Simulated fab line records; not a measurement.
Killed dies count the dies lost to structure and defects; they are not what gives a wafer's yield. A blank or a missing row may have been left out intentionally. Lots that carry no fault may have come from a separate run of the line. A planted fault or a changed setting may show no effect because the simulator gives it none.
A single fault, viewed from 3 desks -- flow n5-finfet -- each desk holds nothing but its own numbers, with what lay behind them at the end

== FOR THE TOOL OWNER'S DESK: rie-diel-05 ==
The tool's own readings at N5_SD_EPI_P_ETCH_16 (etches SiO2 in CHF3/O2, target depth 5 nm): means of the sampled wafers that have a number, for each lot that ran on this tool. A lot is out of limits, marked OUT, if its mean lies more than 4 standard deviations from the usual mean; the brackets give that distance.
Columns: A = drypump-motor-current-A at N5_SD_EPI_P_ETCH_16, usual 5.9 A; B = oes-product-au at N5_SD_EPI_P_ETCH_16, usual 0.78 a.u.; C = rf-vpp-V at N5_SD_EPI_P_ETCH_16, usual 524 V; D = showerhead-plenum-p-Torr at N5_SD_EPI_P_ETCH_16, usual 2.45 Torr; E = throttle-valve-pct at N5_SD_EPI_P_ETCH_16, usual 18.88 %
lot,first seen here,A,B,C,D,E
L630,day 4 03:18,5.6,0.78,524,2.48,19.02
L638,day 6 07:32,5.5,0.94,526,2.50,19.00
L640,day 6 12:58,5.8,0.92,525,2.50,19.06
L641,day 6 18:37,5.5,0.87,522,2.47,19.04
Finding of this desk: none of the 4 lots has anything out of limits.

== THE DEFECT DESK ==
Lot by lot, what the route's inspections counted, given as the mean of those sampled wafers with a number. A lot is out of limits, marked OUT, if its mean lies more than 4 standard deviations from the usual mean; the brackets give that distance.
Columns: A = raw-defect-count at N5_SD_EPI_P_INSPECT_11, usual 1.9
lot,first seen here,A
L630,day 4 02:39,2.0
L638,day 6 06:16,1.5
L640,day 6 12:19,2.5
L641,day 6 17:56,1.0
L645,day 7 18:28,3.0
L648,day 8 12:18,1.3
L650,day 9 00:29,0.7
Finding of this desk: none of the 7 lots has anything out of limits.

== METROLOGY DESK ==
What the gauges read, lot by lot, whatever tool the lot ran on: means of the sampled wafers that have a number. A lot is out of limits, marked OUT, if its mean lies more than 4 standard deviations from the usual mean; the brackets give that distance. Only the readings that lie furthest out on some lot appear, 7 of the 12 it has.
Columns: A = cd-nm at N5_SD_EPI_P_CD_MEAS_09, usual 240.0 nm; B = SD_P_BLK_OVL at N5_SD_EPI_P_OVL_MEAS_10, usual 0.1 nm; C = IOFF_N at N5_BEOL_M4_RC_MEAS_101, usual 0.154 nA/um; D = IOFF_P at N5_BEOL_M4_RC_MEAS_101, usual 0.201 nA/um; E = ION_P at N5_BEOL_M4_RC_MEAS_101, usual 462 uA/um; F = VT_N at N5_BEOL_M4_RC_MEAS_101, usual 250.0 mV; G = VT_P at N5_BEOL_M4_RC_MEAS_101, usual -251.3 mV
lot,first seen here,A,B,C,D,E,F,G
L630,day 4 02:36,239.8,-0.4,0.172,0.221,466,249.2,-250.0
L638,day 6 06:12,240.1,-0.9,0.145,0.196,462,250.8,-251.4
L640,day 6 12:16,240.1,-0.9,0.150,0.182,456,249.1,-253.1
L641,day 6 17:53,240.7,0.7,0.163,0.205,462,246.2,-251.2
L645,day 7 18:25,240.0,0.4,0.163,0.198,455,252.5,-254.2
L648,day 8 12:15,239.5,-0.2,0.181,0.212,462,246.4,-249.9
L650,day 9 00:26,240.2,0.6,0.144,0.168,459,250.4,-255.6
Finding of this desk: none of the 7 lots has anything out of limits.

== TAKEN TOGETHER ==
The desk of the tool owner found nothing out of limits.
The defect desk saw nothing out of limits.
At the metrology desk, nothing out of limits was observed.

== WHAT THE SIMULATOR HAD PUT IN ==
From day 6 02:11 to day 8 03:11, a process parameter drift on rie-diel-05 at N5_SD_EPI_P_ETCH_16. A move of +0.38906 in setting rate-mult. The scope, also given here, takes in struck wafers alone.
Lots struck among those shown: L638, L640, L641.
